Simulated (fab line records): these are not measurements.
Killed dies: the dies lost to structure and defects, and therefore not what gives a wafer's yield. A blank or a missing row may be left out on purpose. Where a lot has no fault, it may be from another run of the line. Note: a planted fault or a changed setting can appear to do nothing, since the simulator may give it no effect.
fab line records :: flow nand-harc :: part 2 of 2: steps 5 to 6 of 6
record
  lots=24
  wafers=72
  last-day=33
route steps=1302 shown A_CHANNEL_HOLE_D1@474 A_CHANNEL_FILL_D1@507 A_DECK1_JOINT@518
lots untouched by any fault: they come from a run of this same line in which no faults occurred
start-h: the number of hours between the record's first day and the start of the first shown wafer of the lot :: wait-h: time in hours since the lot's previous step :: " repeats the value in the row above :: L1.1+2: a row that stands for several wafers :: - either no value or no given start :: * or withheld: withheld :: < > ~ a bound
route shown NAME@n: NAME is a module with steps in the file, n the number in the route of the first one :: usual: the fault-free wafers' mean and standard deviation :: same: alike in all rows :: chamber/n: place in a boat :: sites: per-site readings :: _std_site: standard deviation across them :: _edge_site: the outer-site mean with the inner-site mean subtracted :: radius-mm: how far each site lies from the wafer's centre :: mask NAME#n: copy n :: behind: tool/chamber where the wafer was last shaped :: hold: the reason the lot was held/the length of the hold in hours/how it ended :: device: transistor that didn't switch, given as n, p or np :: end of line: the route-end tests of the same wafers :: step lacking rows: just its recipe :: killed: not the wafer's yield, but the dies lost to structure and defects at the first sort :: map: a wafer's dies, x killed, . not, _ none there
set.NAME: the setting that was run; set.NAME@STEP: the one run at that earlier step :: model.NAME: the simulator's own value behind a step, which no gauge read
one table for each step of the route and one row for each wafer, over a sample of lots
services: a tool's chamber out of use, with start hour (start-h, from the record's first day; less than 0 if before it), hours out, and reason
## steps
# step NHARC_A_CHANNEL_FILL_D1_ALD_25
# recipe
  target-thk-a=600
  pulse-time-s=10
  ald-cycles=600
  temp-c=300
  material=SiOx
# usual
  heater-power-w=470/51
  precursor-pulse-height-rel=0.997/0.018
lot.wafer: L074.3
tool: ald-hk-02
chamber: 1
start-h: 232.25
wait-h: 0.0
heater-power-w: 467
precursor-pulse-height-rel: 0.987

lot.wafer: L074.2
tool: ald-hk-02
chamber: 0
start-h: 234.07
wait-h: 1.9
heater-power-w: 483
precursor-pulse-height-rel: 0.980

lot.wafer: L074.6
tool: ald-hk-02
chamber: 2
start-h: 235.29
wait-h: 3.1
heater-power-w: 541
precursor-pulse-height-rel: 0.981

lot.wafer: L076.4
tool: ald-hk-04
chamber: 1
start-h: 240.82
wait-h: 0.1
heater-power-w: 414
precursor-pulse-height-rel: 0.970

lot.wafer: L076.2
tool: ald-hk-04
chamber: 2
start-h: 240.82
wait-h: 0.1
heater-power-w: 392
precursor-pulse-height-rel: 1.002

lot.wafer: L076.6
tool: ald-hk-04
chamber: 1
start-h: 243.24
wait-h: 2.5
heater-power-w: 415
precursor-pulse-height-rel: 1.000

lot.wafer: L075.2
tool: ald-hk-03
chamber: 1
start-h: 241.50
wait-h: 0.7
heater-power-w: 427
precursor-pulse-height-rel: 0.972

lot.wafer: L075.3
tool: ald-hk-03
chamber: 2
start-h: 241.50
wait-h: 0.7
heater-power-w: 467
precursor-pulse-height-rel: 0.974

lot.wafer: L075.5
tool: ald-hk-03
chamber: 0
start-h: 243.35
wait-h: 2.6
heater-power-w: 431
precursor-pulse-height-rel: 1.017

lot.wafer: L077.4
tool: ald-hk-03
chamber: 0
start-h: 257.09
wait-h: 0.7
heater-power-w: 436
precursor-pulse-height-rel: 0.976

lot.wafer: L077.2
tool: ald-hk-03
chamber: 2
start-h: 258.32
wait-h: 1.9
heater-power-w: 467
precursor-pulse-height-rel: 0.981

lot.wafer: L077.5
tool: ald-hk-03
chamber: 3
start-h: 258.32
wait-h: 1.9
heater-power-w: 459
precursor-pulse-height-rel: 1.020

lot.wafer: L079.3
tool: ald-hk-04
chamber: 1
start-h: 275.83
wait-h: 0.7
heater-power-w: 415
precursor-pulse-height-rel: 1.001

lot.wafer: L079.6
tool: ald-hk-04
chamber: 0
start-h: 277.67
wait-h: 2.5
heater-power-w: 416
precursor-pulse-height-rel: 1.003

lot.wafer: L079.5
tool: ald-hk-04
chamber: 1
start-h: 277.67
wait-h: 2.5
heater-power-w: 411
precursor-pulse-height-rel: 1.006

lot.wafer: L078.2
tool: ald-hk-02
chamber: 3
start-h: 277.67
wait-h: 2.5
heater-power-w: 548
precursor-pulse-height-rel: 0.991

lot.wafer: L078.6
tool: ald-hk-02
chamber: 3
start-h: 280.12
wait-h: 5.0
heater-power-w: 573
precursor-pulse-height-rel: 1.004

lot.wafer: L078.5
tool: ald-hk-02
chamber: 0
start-h: 280.12
wait-h: 5.0
heater-power-w: 492
precursor-pulse-height-rel: 1.002

lot.wafer: L080.2
tool: ald-hk-02
chamber: 3
start-h: 287.90
wait-h: 0.1
heater-power-w: 563
precursor-pulse-height-rel: 1.018

lot.wafer: L080.1
tool: ald-hk-02
chamber: 1
start-h: 289.14
wait-h: 1.3
heater-power-w: 452
precursor-pulse-height-rel: 1.016

lot.wafer: L080.4
tool: ald-hk-02
chamber: 2
start-h: 289.14
wait-h: 1.3
heater-power-w: 528
precursor-pulse-height-rel: 0.986

lot.wafer: L081.2
tool: ald-hk-02
chamber: 1
start-h: 295.23
wait-h: 0.1
heater-power-w: 461
precursor-pulse-height-rel: 1.003

lot.wafer: L081.3
tool: ald-hk-02
chamber: 3
start-h: 296.47
wait-h: 1.3
heater-power-w: 562
precursor-pulse-height-rel: 1.000

lot.wafer: L081.5
tool: ald-hk-02
chamber: 2
start-h: 298.34
wait-h: 3.2
heater-power-w: 530
precursor-pulse-height-rel: 0.987

lot.wafer: L082.2
tool: ald-hk-04
chamber: 1
start-h: 309.66
wait-h: 0.1
heater-power-w: 424
precursor-pulse-height-rel: 1.015

lot.wafer: L082.4
tool: ald-hk-04
chamber: 0
start-h: 311.52
wait-h: 1.9
heater-power-w: 411
precursor-pulse-height-rel: 0.996

lot.wafer: L082.6
tool: ald-hk-04
chamber: 1
start-h: 311.52
wait-h: 1.9
heater-power-w: 415
precursor-pulse-height-rel: 1.003

lot.wafer: L083.2
tool: ald-hk-02
chamber: 3
start-h: 316.99
wait-h: 1.3
heater-power-w: 574
precursor-pulse-height-rel: 1.017

lot.wafer: L083.1
tool: ald-hk-02
chamber: 0
start-h: 316.99
wait-h: 1.3
heater-power-w: 485
precursor-pulse-height-rel: 1.007

lot.wafer: L083.6
tool: ald-hk-02
chamber: 1
start-h: 316.99
wait-h: 1.3
heater-power-w: 468
precursor-pulse-height-rel: 1.007

lot.wafer: L084.4
tool: ald-hk-04
chamber: 1
start-h: 326.53
wait-h: 1.3
heater-power-w: 410
precursor-pulse-height-rel: 0.976

lot.wafer: L084.6
tool: ald-hk-04
chamber: 3
start-h: 327.77
wait-h: 2.5
heater-power-w: 496
precursor-pulse-height-rel: 0.995

lot.wafer: L084.5
tool: ald-hk-04
chamber: 0
start-h: 327.77
wait-h: 2.5
heater-power-w: 416
precursor-pulse-height-rel: 1.017

lot.wafer: L086.2
tool: ald-hk-04
chamber: 1
start-h: 335.64
wait-h: 0.1
heater-power-w: 410
precursor-pulse-height-rel: 0.993

lot.wafer: L086.5
tool: ald-hk-04
chamber: 1
start-h: 338.11
wait-h: 2.5
heater-power-w: 415
precursor-pulse-height-rel: 0.995

lot.wafer: L086.6
tool: ald-hk-04
chamber: 2
start-h: 338.11
wait-h: 2.5
heater-power-w: 401
precursor-pulse-height-rel: 1.016

lot.wafer: L085.2
tool: ald-hk-02
chamber: 0
start-h: 336.86
wait-h: 1.3
heater-power-w: 497
precursor-pulse-height-rel: 0.999

lot.wafer: L085.6
tool: ald-hk-02
chamber: 2
start-h: 338.08
wait-h: 2.5
heater-power-w: 539
precursor-pulse-height-rel: 1.008

lot.wafer: L085.5
tool: ald-hk-02
chamber: 3
start-h: 338.08
wait-h: 2.5
heater-power-w: 562
precursor-pulse-height-rel: 1.010

lot.wafer: L087.2
tool: ald-hk-04
chamber: 1
start-h: 358.51
wait-h: 1.9
heater-power-w: 406
precursor-pulse-height-rel: 0.990

lot.wafer: L087.6
tool: ald-hk-04
chamber: 2
start-h: 358.51
wait-h: 1.9
heater-power-w: 389
precursor-pulse-height-rel: 0.978

lot.wafer: L087.5
tool: ald-hk-04
chamber: 3
start-h: 358.51
wait-h: 1.9
heater-power-w: 509
precursor-pulse-height-rel: 0.971

lot.wafer: L089.1
tool: ald-hk-04
chamber: 1
start-h: 370.43
wait-h: 0.1
heater-power-w: 422
precursor-pulse-height-rel: 0.997

lot.wafer: L089.2
tool: ald-hk-04
chamber: 0
start-h: 372.31
wait-h: 1.9
heater-power-w: 421
precursor-pulse-height-rel: 0.993

lot.wafer: L089.5
tool: ald-hk-04
chamber: 2
start-h: 373.57
wait-h: 3.2
heater-power-w: 399
precursor-pulse-height-rel: 1.008

lot.wafer: L088.4
tool: ald-hk-02
chamber: 3
start-h: 371.65
wait-h: 1.3
heater-power-w: 553
precursor-pulse-height-rel: 0.991

lot.wafer: L088.1
tool: ald-hk-02
chamber: 0
start-h: 371.65
wait-h: 1.3
heater-power-w: 499
precursor-pulse-height-rel: 0.980

lot.wafer: L088.6
tool: ald-hk-02
chamber: 2
start-h: 373.51
wait-h: 3.1
heater-power-w: 475
precursor-pulse-height-rel: 1.005

lot.wafer: L090.3
tool: ald-hk-02
chamber: 0
start-h: 387.81
wait-h: 0.0
heater-power-w: 507
precursor-pulse-height-rel: 0.986

lot.wafer: L090.4
tool: ald-hk-02
chamber: 3
start-h: 389.66
wait-h: 1.9
heater-power-w: 557
precursor-pulse-height-rel: 0.991

lot.wafer: L090.6
tool: ald-hk-02
chamber: 1
start-h: 390.90
wait-h: 3.1
heater-power-w: 477
precursor-pulse-height-rel: 0.984

lot.wafer: L091.1
tool: ald-hk-04
chamber: 3
start-h: 401.16
wait-h: 0.1
heater-power-w: 490
precursor-pulse-height-rel: 0.995

lot.wafer: L091.3
tool: ald-hk-04
chamber: 0
start-h: 401.16
wait-h: 0.1
heater-power-w: 426
precursor-pulse-height-rel: 1.010

lot.wafer: L091.6
tool: ald-hk-04
chamber: 3
start-h: 403.63
wait-h: 2.5
heater-power-w: 498
precursor-pulse-height-rel: 0.991

lot.wafer: L092.4
tool: ald-hk-02
chamber: 0
start-h: 416.52
wait-h: 0.7
heater-power-w: 506
precursor-pulse-height-rel: 1.010

lot.wafer: L092.1
tool: ald-hk-02
chamber: 2
start-h: 417.75
wait-h: 1.9
heater-power-w: 484
precursor-pulse-height-rel: 1.005

lot.wafer: L092.6
tool: ald-hk-02
chamber: 0
start-h: 418.97
wait-h: 3.1
heater-power-w: 495
precursor-pulse-height-rel: 0.996

lot.wafer: L093.1
tool: ald-hk-03
chamber: 2
start-h: 417.19
wait-h: 1.3
heater-power-w: 453
precursor-pulse-height-rel: 0.959

lot.wafer: L093.2
tool: ald-hk-03
chamber: 3
start-h: 417.19
wait-h: 1.3
heater-power-w: 457
precursor-pulse-height-rel: 1.007

lot.wafer: L093.6
tool: ald-hk-03
chamber: 1
start-h: 419.02
wait-h: 3.2
heater-power-w: 421
precursor-pulse-height-rel: 0.956

lot.wafer: L094.1
tool: ald-hk-02
chamber: 3
start-h: 429.62
wait-h: 1.3
heater-power-w: 548
precursor-pulse-height-rel: 0.981

lot.wafer: L094.2
tool: ald-hk-02
chamber: 0
start-h: 429.62
wait-h: 1.3
heater-power-w: 511
precursor-pulse-height-rel: 1.040

lot.wafer: L094.6
tool: ald-hk-02
chamber: 1
start-h: 429.62
wait-h: 1.3
heater-power-w: 477
precursor-pulse-height-rel: 1.009

lot.wafer: L095.2
tool: ald-hk-02
chamber: 0
start-h: 441.94
wait-h: 0.1
heater-power-w: 487
precursor-pulse-height-rel: 0.972

lot.wafer: L095.4
tool: ald-hk-02
chamber: 3
start-h: 443.78
wait-h: 1.9
heater-power-w: 549
precursor-pulse-height-rel: 1.003

lot.wafer: L095.5
tool: ald-hk-02
chamber: 0
start-h: 443.78
wait-h: 1.9
heater-power-w: 491
precursor-pulse-height-rel: 1.001

lot.wafer: L096.2
tool: ald-hk-02
chamber: 1
start-h: 449.49
wait-h: 0.7
heater-power-w: 484
precursor-pulse-height-rel: 1.010

lot.wafer: L096.3
tool: ald-hk-02
chamber: 2
start-h: 449.49
wait-h: 0.7
heater-power-w: 483
precursor-pulse-height-rel: 0.975

lot.wafer: L096.4
tool: ald-hk-02
chamber: 3
start-h: 449.49
wait-h: 0.7
heater-power-w: 552
precursor-pulse-height-rel: 1.026

lot.wafer: L097.1
tool: ald-hk-03
chamber: 2
start-h: 458.90
wait-h: 1.3
heater-power-w: 453
precursor-pulse-height-rel: 0.987

lot.wafer: L097.3
tool: ald-hk-03
chamber: 3
start-h: 458.90
wait-h: 1.3
heater-power-w: 470
precursor-pulse-height-rel: 0.978

lot.wafer: L097.6
tool: ald-hk-03
chamber: 0
start-h: 458.90
wait-h: 1.3
heater-power-w: 421
precursor-pulse-height-rel: 0.996
# step NHARC_A_DECK1_JOINT_ETCHBACK_07
# recipe
  target-depth-a=1050
  time-s=26.9
  hbr-flow-sccm=150
  rf-w=350
  icp-w=350
  bias-w=60
  chemistry=HBr
# usual
  drypump-motor-current-A=5.8/0.34
  oes-product-au=1.001/0.0077
  throttle-valve-pct=23.266/0.0093
lot.wafer: L074.3
tool: rie-si-02
chamber: 1
start-h: 243.94
wait-h: 0.1
drypump-motor-current-A: 6.1
oes-product-au: 1.007
rf-hours-counter-h: 0.7
throttle-valve-pct: 23.246

lot.wafer: L074.2
tool: rie-si-02
chamber: 0
start-h: 243.94
wait-h: 0.1
drypump-motor-current-A: 5.7
oes-product-au: 0.989
rf-hours-counter-h: 0.9
throttle-valve-pct: 23.274

lot.wafer: L074.6
tool: rie-si-02
chamber: 1
start-h: 243.94
wait-h: 0.1
drypump-motor-current-A: 6.1
oes-product-au: 0.999
rf-hours-counter-h: -
throttle-valve-pct: 23.262

lot.wafer: L075.2
tool: rie-si-02
chamber: 3
start-h: 252.53
wait-h: 0.1
drypump-motor-current-A: 6.0
oes-product-au: 1.008
rf-hours-counter-h: 0.8
throttle-valve-pct: 23.263

lot.wafer: L075.3
tool: rie-si-02
chamber: 1
start-h: 252.53
wait-h: 0.1
drypump-motor-current-A: 6.1
oes-product-au: 1.016
rf-hours-counter-h: 0.7
throttle-valve-pct: 23.263

lot.wafer: L075.5
tool: rie-si-02
chamber: 3
start-h: 252.53
wait-h: 0.1
drypump-motor-current-A: 6.0
oes-product-au: 0.999
rf-hours-counter-h: -
throttle-valve-pct: 23.286

lot.wafer: L076.4
tool: rie-si-03
chamber: 3
start-h: 252.54
wait-h: 0.1
drypump-motor-current-A: 5.6
oes-product-au: 0.995
rf-hours-counter-h: 0.2
throttle-valve-pct: 23.271

lot.wafer: L076.2
tool: rie-si-03
chamber: 1
start-h: 252.54
wait-h: 0.1
drypump-motor-current-A: 5.4
oes-product-au: 1.011
rf-hours-counter-h: 0.1
throttle-valve-pct: 23.279

lot.wafer: L076.6
tool: rie-si-03
chamber: 2
start-h: 252.54
wait-h: 0.1
drypump-motor-current-A: 6.2
oes-product-au: 1.014
rf-hours-counter-h: -
throttle-valve-pct: 23.255

lot.wafer: L077.4
tool: rie-si-02
chamber: 2
start-h: 268.27
wait-h: 0.1
drypump-motor-current-A: 5.7
oes-product-au: 0.990
rf-hours-counter-h: 0.9
throttle-valve-pct: 23.269

lot.wafer: L077.2
tool: rie-si-02
chamber: 3
start-h: 268.27
wait-h: 0.1
drypump-motor-current-A: 6.0
oes-product-au: 0.990
rf-hours-counter-h: 0.9
throttle-valve-pct: 23.276

lot.wafer: L077.5
tool: rie-si-02
chamber: 3
start-h: 268.27
wait-h: 0.1
drypump-motor-current-A: 6.0
oes-product-au: 0.999
rf-hours-counter-h: -
throttle-valve-pct: 23.289

lot.wafer: L079.3
tool: rie-si-02
chamber: 2
start-h: 287.08
wait-h: 0.1
drypump-motor-current-A: 5.6
oes-product-au: 1.011
rf-hours-counter-h: 0
throttle-valve-pct: 23.266

lot.wafer: L079.6
tool: rie-si-02
chamber: 0
start-h: 287.08
wait-h: 0.1
drypump-motor-current-A: 5.7
oes-product-au: 1.009
rf-hours-counter-h: -
throttle-valve-pct: 23.272

lot.wafer: L079.5
tool: rie-si-02
chamber: 1
start-h: 287.08
wait-h: 0.1
drypump-motor-current-A: 6.1
oes-product-au: 1.023
rf-hours-counter-h: -
throttle-valve-pct: 23.270

lot.wafer: L078.2
tool: rie-si-03
chamber: 2
start-h: 289.89
wait-h: 0.1
drypump-motor-current-A: 6.2
oes-product-au: 1.011
rf-hours-counter-h: 0.5
throttle-valve-pct: 23.261

lot.wafer: L078.6
tool: rie-si-03
chamber: 0
start-h: 289.89
wait-h: 0.1
drypump-motor-current-A: 5.7
oes-product-au: 0.996
rf-hours-counter-h: -
throttle-valve-pct: 23.262

lot.wafer: L078.5
tool: rie-si-03
chamber: 1
start-h: 289.89
wait-h: 0.1
drypump-motor-current-A: 5.4
oes-product-au: 1.015
rf-hours-counter-h: -
throttle-valve-pct: 23.286

lot.wafer: L080.4
tool: rie-si-02
chamber: 0
start-h: 300.86
wait-h: 0.1
drypump-motor-current-A: 5.7
oes-product-au: 1.003
rf-hours-counter-h: 0.1
throttle-valve-pct: 23.281

lot.wafer: L080.1
tool: rie-si-02
chamber: 2
start-h: 300.86
wait-h: 0.1
drypump-motor-current-A: 5.6
oes-product-au: 0.996
rf-hours-counter-h: 0.1
throttle-valve-pct: 23.255

lot.wafer: L080.2
tool: rie-si-02
chamber: 3
start-h: 300.86
wait-h: 0.1
drypump-motor-current-A: 6.0
oes-product-au: 1.000
rf-hours-counter-h: 0.1
throttle-valve-pct: 23.275

lot.wafer: L081.2
tool: rie-si-02
chamber: 2
start-h: 307.08
wait-h: 0.1
drypump-motor-current-A: 5.7
oes-product-au: 0.993
rf-hours-counter-h: 0.1
throttle-valve-pct: 23.268

lot.wafer: L081.3
tool: rie-si-02
chamber: 3
start-h: 307.08
wait-h: 0.1
drypump-motor-current-A: 6.0
oes-product-au: 0.991
rf-hours-counter-h: 0.1
throttle-valve-pct: 23.262

lot.wafer: L081.5
tool: rie-si-02
chamber: 2
start-h: 307.08
wait-h: 0.1
drypump-motor-current-A: 5.7
oes-product-au: 0.994
rf-hours-counter-h: -
throttle-valve-pct: 23.258

lot.wafer: L082.4
tool: rie-si-02
chamber: 3
start-h: 321.49
wait-h: 0.1
drypump-motor-current-A: 6.0
oes-product-au: 0.989
rf-hours-counter-h: 0.1
throttle-valve-pct: 23.265

lot.wafer: L082.2
tool: rie-si-02
chamber: 2
start-h: 321.49
wait-h: 0.1
drypump-motor-current-A: 5.7
oes-product-au: 0.988
rf-hours-counter-h: 0.2
throttle-valve-pct: 23.275

lot.wafer: L082.6
tool: rie-si-02
chamber: 3
start-h: 321.49
wait-h: 0.1
drypump-motor-current-A: 6.0
oes-product-au: 0.983
rf-hours-counter-h: -
throttle-valve-pct: 23.275

lot.wafer: L083.1
tool: rie-si-02
chamber: 0
start-h: 327.49
wait-h: 0.1
drypump-motor-current-A: 5.7
oes-product-au: 0.998
rf-hours-counter-h: 0.2
throttle-valve-pct: 23.260

lot.wafer: L083.2
tool: rie-si-02
chamber: 3
start-h: 327.49
wait-h: 0.1
drypump-motor-current-A: 6.0
oes-product-au: 0.998
rf-hours-counter-h: 0.2
throttle-valve-pct: 23.262

lot.wafer: L083.6
tool: rie-si-02
chamber: 0
start-h: 327.49
wait-h: 0.1
drypump-motor-current-A: 5.7
oes-product-au: 1.002
rf-hours-counter-h: -
throttle-valve-pct: 23.252

lot.wafer: L084.4
tool: rie-si-03
chamber: 1
start-h: 337.11
wait-h: 0.1
drypump-motor-current-A: 5.4
oes-product-au: 1.002
rf-hours-counter-h: 0.8
throttle-valve-pct: 23.267

lot.wafer: L084.5
tool: rie-si-03
chamber: 2
start-h: 337.11
wait-h: 0.1
drypump-motor-current-A: 6.2
oes-product-au: 0.998
rf-hours-counter-h: -
throttle-valve-pct: 23.269

lot.wafer: L084.6
tool: rie-si-03
chamber: 3
start-h: 337.11
wait-h: 0.1
drypump-motor-current-A: 5.6
oes-product-au: 0.992
rf-hours-counter-h: -
throttle-valve-pct: 23.258

lot.wafer: L085.2
tool: rie-si-06
chamber: 0
start-h: 347.48
wait-h: 0.1
drypump-motor-current-A: 6.6
oes-product-au: 0.998
rf-hours-counter-h: 0.6
throttle-valve-pct: 23.262

lot.wafer: L085.6
tool: rie-si-06
chamber: 3
start-h: 347.48
wait-h: 0.1
drypump-motor-current-A: 5.7
oes-product-au: 1.001
rf-hours-counter-h: -
throttle-valve-pct: 23.261

lot.wafer: L085.5
tool: rie-si-06
chamber: 0
start-h: 347.48
wait-h: 0.1
drypump-motor-current-A: 6.6
oes-product-au: 1.006
rf-hours-counter-h: -
throttle-valve-pct: 23.262

lot.wafer: L086.2
tool: rie-si-02
chamber: 2
start-h: 347.51
wait-h: 0.1
drypump-motor-current-A: 5.7
oes-product-au: 0.990
rf-hours-counter-h: 0.3
throttle-valve-pct: 23.266

lot.wafer: L086.5
tool: rie-si-02
chamber: 3
start-h: 347.51
wait-h: 0.1
drypump-motor-current-A: 6.0
oes-product-au: 0.992
rf-hours-counter-h: -
throttle-valve-pct: 23.266

lot.wafer: L086.6
tool: rie-si-02
chamber: 0
start-h: 347.51
wait-h: 0.1
drypump-motor-current-A: 5.7
oes-product-au: 1.002
rf-hours-counter-h: -
throttle-valve-pct: 23.270

lot.wafer: L087.2
tool: rie-si-06
chamber: 1
start-h: 368.50
wait-h: 0.1
drypump-motor-current-A: 6.2
oes-product-au: 0.999
rf-hours-counter-h: 0.8
throttle-valve-pct: 23.274

lot.wafer: L087.6
tool: rie-si-06
chamber: 0
start-h: 368.50
wait-h: 0.1
drypump-motor-current-A: 6.6
oes-product-au: 1.005
rf-hours-counter-h: -
throttle-valve-pct: 23.270

lot.wafer: L087.5
tool: rie-si-06
chamber: 1
start-h: 368.50
wait-h: 0.1
drypump-motor-current-A: 6.2
oes-product-au: 1.001
rf-hours-counter-h: -
throttle-valve-pct: 23.256

lot.wafer: L089.2
tool: rie-si-02
chamber: 3
start-h: 382.19
wait-h: 0.1
drypump-motor-current-A: 6.0
oes-product-au: 0.988
rf-hours-counter-h: 0.4
throttle-valve-pct: 23.268

lot.wafer: L089.1
tool: rie-si-02
chamber: 1
start-h: 382.19
wait-h: 0.1
drypump-motor-current-A: 6.1
oes-product-au: 1.008
rf-hours-counter-h: 0.5
throttle-valve-pct: 23.260

lot.wafer: L089.5
tool: rie-si-02
chamber: 0
start-h: 382.19
wait-h: 0.1
drypump-motor-current-A: 5.7
oes-product-au: 1.003
rf-hours-counter-h: -
throttle-valve-pct: 23.252

lot.wafer: L088.1
tool: rie-si-03
chamber: 1
start-h: 382.23
wait-h: 0.1
drypump-motor-current-A: 5.4
oes-product-au: 1.005
rf-hours-counter-h: 1.2
throttle-valve-pct: 23.267

lot.wafer: L088.4
tool: rie-si-03
chamber: 2
start-h: 382.23
wait-h: 0.1
drypump-motor-current-A: 6.2
oes-product-au: 1.003
rf-hours-counter-h: -
throttle-valve-pct: 23.266

lot.wafer: L088.6
tool: rie-si-03
chamber: 0
start-h: 382.23
wait-h: 0.1
drypump-motor-current-A: 5.7
oes-product-au: 1.005
rf-hours-counter-h: -
throttle-valve-pct: 23.252

lot.wafer: L090.3
tool: rie-si-06
chamber: 1
start-h: 400.22
wait-h: 0.1
drypump-motor-current-A: 6.2
oes-product-au: 1.014
rf-hours-counter-h: 1.0
throttle-valve-pct: 23.277

lot.wafer: L090.4
tool: rie-si-06
chamber: 0
start-h: 400.22
wait-h: 0.1
drypump-motor-current-A: 6.6
oes-product-au: 1.000
rf-hours-counter-h: 1.0
throttle-valve-pct: 23.262

lot.wafer: L090.6
tool: rie-si-06
chamber: 1
start-h: 400.22
wait-h: 0.1
drypump-motor-current-A: 6.2
oes-product-au: 0.997
rf-hours-counter-h: -
throttle-valve-pct: 23.270

lot.wafer: L091.1
tool: rie-si-03
chamber: 1
start-h: 413.69
wait-h: 0.1
drypump-motor-current-A: 5.4
oes-product-au: 0.987
rf-hours-counter-h: 0.0
throttle-valve-pct: 23.261

lot.wafer: L091.3
tool: rie-si-03
chamber: 2
start-h: 413.69
wait-h: 0.1
drypump-motor-current-A: 6.2
oes-product-au: 1.002
rf-hours-counter-h: 0.0
throttle-valve-pct: 23.269

lot.wafer: L091.6
tool: rie-si-03
chamber: 0
start-h: 413.69
wait-h: 0.1
drypump-motor-current-A: 5.7
oes-product-au: 0.999
rf-hours-counter-h: -
throttle-valve-pct: 23.251

lot.wafer: L093.2
tool: rie-si-03
chamber: 2
start-h: 427.69
wait-h: 0.1
drypump-motor-current-A: 6.2
oes-product-au: 1.010
rf-hours-counter-h: 0.2
throttle-valve-pct: 23.273

lot.wafer: L093.1
tool: rie-si-03
chamber: 1
start-h: 427.69
wait-h: 0.1
drypump-motor-current-A: 5.4
oes-product-au: 0.988
rf-hours-counter-h: 0.2
throttle-valve-pct: 23.254

lot.wafer: L093.6
tool: rie-si-03
chamber: 1
start-h: 427.69
wait-h: 0.1
drypump-motor-current-A: 5.4
oes-product-au: 0.992
rf-hours-counter-h: -
throttle-valve-pct: 23.261

lot.wafer: L092.4
tool: rie-si-02
chamber: 1
start-h: 427.70
wait-h: 0.1
drypump-motor-current-A: 6.1
oes-product-au: 1.011
rf-hours-counter-h: 0.8
throttle-valve-pct: 23.268

lot.wafer: L092.1
tool: rie-si-02
chamber: 2
start-h: 427.70
wait-h: 0.1
drypump-motor-current-A: 5.7
oes-product-au: 0.992
rf-hours-counter-h: 0.8
throttle-valve-pct: 23.268

lot.wafer: L092.6
tool: rie-si-02
chamber: 1
start-h: 427.70
wait-h: 0.1
drypump-motor-current-A: 6.1
oes-product-au: 1.006
rf-hours-counter-h: -
throttle-valve-pct: 23.261

lot.wafer: L094.1
tool: rie-si-02
chamber: 0
start-h: 440.34
wait-h: 0.1
drypump-motor-current-A: 5.7
oes-product-au: 0.997
rf-hours-counter-h: 0.9
throttle-valve-pct: 23.276

lot.wafer: L094.2
tool: rie-si-02
chamber: 2
start-h: 440.34
wait-h: 0.1
drypump-motor-current-A: 5.6
oes-product-au: 0.997
rf-hours-counter-h: 0.9
throttle-valve-pct: 23.253

lot.wafer: L094.6
tool: rie-si-02
chamber: 1
start-h: 440.34
wait-h: 0.1
drypump-motor-current-A: 6.1
oes-product-au: 0.991
rf-hours-counter-h: -
throttle-valve-pct: 23.261

lot.wafer: L095.2
tool: rie-si-03
chamber: 1
start-h: 453.65
wait-h: 0.1
drypump-motor-current-A: 5.4
oes-product-au: 1.007
rf-hours-counter-h: 0.4
throttle-valve-pct: 23.265

lot.wafer: L095.5
tool: rie-si-03
chamber: 2
start-h: 453.65
wait-h: 0.1
drypump-motor-current-A: 6.2
oes-product-au: 1.001
rf-hours-counter-h: -
throttle-valve-pct: 23.264

lot.wafer: L095.4
tool: rie-si-03
chamber: 1
start-h: 453.65
wait-h: 0.1
drypump-motor-current-A: 5.4
oes-product-au: 1.008
rf-hours-counter-h: -
throttle-valve-pct: 23.285

lot.wafer: L096.3
tool: rie-si-03
chamber: 0
start-h: 460.66
wait-h: 0.1
drypump-motor-current-A: 5.8
oes-product-au: 0.999
rf-hours-counter-h: 0.4
throttle-valve-pct: 23.248

lot.wafer: L096.2
tool: rie-si-03
chamber: 2
start-h: 460.66
wait-h: 0.1
drypump-motor-current-A: 6.2
oes-product-au: 1.006
rf-hours-counter-h: 0.4
throttle-valve-pct: 23.264

lot.wafer: L096.4
tool: rie-si-03
chamber: 2
start-h: 460.66
wait-h: 0.1
drypump-motor-current-A: 6.2
oes-product-au: 1.000
rf-hours-counter-h: -
throttle-valve-pct: 23.261

lot.wafer: L097.3
tool: rie-si-06
chamber: 3
start-h: 469.46
wait-h: 0.1
drypump-motor-current-A: 5.7
oes-product-au: 1.002
rf-hours-counter-h: 0.4
throttle-valve-pct: 23.269

lot.wafer: L097.1
tool: rie-si-06
chamber: 2
start-h: 469.46
wait-h: 0.1
drypump-motor-current-A: 4.8
oes-product-au: 0.989
rf-hours-counter-h: 0.1
throttle-valve-pct: 23.286

lot.wafer: L097.6
tool: rie-si-06
chamber: 0
start-h: 469.46
wait-h: 0.1
drypump-motor-current-A: 6.6
oes-product-au: 0.992
rf-hours-counter-h: -
throttle-valve-pct: 23.268
## services
tool: ald-hk-02
chamber: -
start-h: 172.85
hours: 10.0
kind: pm

tool: rie-diel-01
chamber: -
start-h: 206.51
hours: 9.0
kind: pm

tool: rie-si-03
chamber: -
start-h: 221.00
hours: 9.0
kind: pm

tool: ald-hk-04
chamber: -
start-h: 254.00
hours: 10.0
kind: pm

tool: rie-si-02
chamber: 1
start-h: 261.98
hours: 5.7
kind: repair

tool: rie-si-02
chamber: -
start-h: 277.00
hours: 9.0
kind: pm

tool: rie-diel-09
chamber: 2
start-h: 286.83
hours: 1.6
kind: repair

tool: rie-diel-01
chamber: 3
start-h: 306.00
hours: 3.1
kind: repair

tool: rie-si-03
chamber: 2
start-h: 316.76
hours: 12.2
kind: repair

tool: rie-diel-09
chamber: -
start-h: 320.10
hours: 9.0
kind: pm

tool: rie-diel-01
chamber: 0
start-h: 335.22
hours: 2.6
kind: repair

tool: rie-si-03
chamber: 3
start-h: 339.32
hours: 145.2
kind: repair

tool: ald-hk-02
chamber: -
start-h: 350.85
hours: 10.0
kind: pm

tool: har-etch-01
chamber: -
start-h: 357.22
hours: 5.0
kind: repair

tool: rie-si-02
chamber: 1
start-h: 367.97
hours: 6.1
kind: repair

tool: har-etch-02
chamber: -
start-h: 379.77
hours: 17.0
kind: pm

tool: rie-si-03
chamber: -
start-h: 398.00
hours: 9.0
kind: pm

tool: rie-si-02
chamber: 1
start-h: 405.09
hours: 3.3
kind: repair

tool: rie-diel-09
chamber: -
start-h: 416.06
hours: 0.4
kind: repair

tool: ald-hk-02
chamber: -
start-h: 427.05
hours: 0.3
kind: repair

tool: ald-hk-04
chamber: -
start-h: 432.00
hours: 10.0
kind: pm

tool: rie-si-03
chamber: -
start-h: 432.92
hours: 0.3
kind: repair

tool: rie-si-03
chamber: 0
start-h: 448.50
hours: 4.3
kind: repair

tool: rie-si-02
chamber: -
start-h: 454.00
hours: 9.0
kind: pm
